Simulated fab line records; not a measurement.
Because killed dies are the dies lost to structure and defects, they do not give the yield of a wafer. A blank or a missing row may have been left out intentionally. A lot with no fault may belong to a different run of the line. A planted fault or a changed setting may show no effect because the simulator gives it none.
8D (eight disciplines) problem report, filled in by code	flow n5-finfet	the parts of the form that need people (team, actions taken, sign-off) are left out

## 1. THE ISSUE
heater-power-total-W at N5_BEOL_M13_PEB_26 reads a mean of 179.1 W on 2 wafers of 2 lots; wafers without a fault read 172.4 W with a standard deviation of 0.79. Relative to the usual mean, that is a shift of +8.4 standard deviations.
The step: peb time 90 s.
Earliest sighting: wafer L861.3 on litho-track-05 at day 16 08:50. At this step, 37 wafers from 13 lots have a number in the record. The rule behind "out" and "out of limits": a value lying over 4 standard deviations away from the usual mean. All remaining wafers that have a number are taken as sound.

## 2. WHAT IT IS, WHAT IT ISN'T
question	is	is not
which readings at this step	heater-power-total-W	exhaust-pa
which lots	L861, L865	L847, L848, L849, L850, L851, L852, L853, L855, L856, L868, L869
which wafers of those lots	L861.3, L865.1	L861.5, L865.5
read on which tools	litho-track-05	litho-track-03, litho-track-04
when	from day 16 08:50	up to then (28 sound wafers); but 7 sound wafers of L865, L868, L869 came after

## 3. WHAT RULES OUT EACH SUSPECT
Counting: a tool at a process step up to the reading stays a suspect if it ran every lot that is out. Sound lots after the first of them don't rule it out here, since some wafers of a struck lot are sound.
- litho-track-05 at N5_BEOL_M13_PEB_26 (peb time 90 s): kept. Ran every lot that is out, first one L861 (day 16 08:50); last sound lot up to then L851 (day 12 19:48). Its own readings are out on those wafers: heater-power-total-W.
Remaining after the count: litho-track-05 at N5_BEOL_M13_PEB_26.

## 4. THE CAUSE (what the simulator had put in)
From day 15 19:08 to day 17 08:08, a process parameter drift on litho-track-05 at N5_BEOL_M13_PEB_26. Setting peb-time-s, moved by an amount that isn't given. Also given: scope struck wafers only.
Only this tool survived the counting.

## 5. SEQUENCE OF EFFECTS, ordered by route
Rows list readings where the struck wafers' mean (over those with a number) sits beyond 3 standard deviations from the usual. Readings are gone through only where the record gives a usual standard deviation; hours: the median, over the lots, of the time from a lot's start at the first step in this table giving one to that lot's start at this step; sigmas: the change measured in usual standard deviations.
hours	step	reading	usual	on struck wafers	change	sigmas
0	N5_BEOL_M13_PEB_26	heater-power-total-W	172.4 W	179.1	+6.7	+8.4
Its process steps:
- N5_BEOL_M13_PEB_26: peb time 90 s.
Later steps that measure or inspect, where all struck wafers having a row at the step show a number for every such reading and not one has moved that far: N5_BEOL_M13_CD_MEAS_28, N5_BEOL_M13_OVL_MEAS_29.

## 6. WHAT WOULD HAVE CAUGHT IT SOONER
The fault began at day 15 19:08; the first out-of-limits reading in this record came at day 16 08:50, 14 hours later.
